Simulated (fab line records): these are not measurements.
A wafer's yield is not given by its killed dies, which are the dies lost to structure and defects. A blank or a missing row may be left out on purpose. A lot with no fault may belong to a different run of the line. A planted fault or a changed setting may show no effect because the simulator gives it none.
Chamber matching ; flow n5 finfet ; 4 sister chambers for N5_PMOS_HMC_CHANNEL_EPI_FIN_RECESS_16 on rie si-01
The step chemistry HBr/Cl2, target Si, target depth 54 nm, time 18 s. 4 wafers are shown with their chamber, then 6 later ones without.

## WAFERS, EACH WITH ITS CHAMBER
wafer;chamber;drypump motor current A (A)
L147.1;2;5.35
L154.3;1;4.85
L163.3;3;5.52
L163.5;0;5.54

## WAFERS WHOSE CHAMBER IS MISSING
wafer;drypump motor current A (A)
L165.3;5.54
L165.5;4.87
L165.6;5.54
L166.2;4.82
L166.3;5.53
L166.5;5.34

## WHICH CHAMBER EACH WENT THROUGH
wafer;from the rows above;in truth
L165.3;can't be placed: 0 or 3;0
L165.5;1;1
L165.6;can't be placed: 0 or 3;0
L166.2;1;1
L166.3;can't be placed: 0 or 3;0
L166.5;2;2
Correct placement for 3 of the 6. Can't be placed from these rows: 3 (the true chamber is among the candidates in 3). Wrongly placed: 0.
How it was worked out, from the rows above alone: a wafer's distance from a chamber is the root of the sum, over the readings, of the square of ((its reading less the chamber's mean) divided by the reading's scatter). If the next closest chamber is less than 2 further off than the closest, the wafer can't be placed; otherwise it belongs to the closest. A chamber's mean is the mean of its shown wafers. The scatter: with one shown wafer a chamber, the root of the mean of the squares of how far each hidden wafer lies from its nearest shown one.
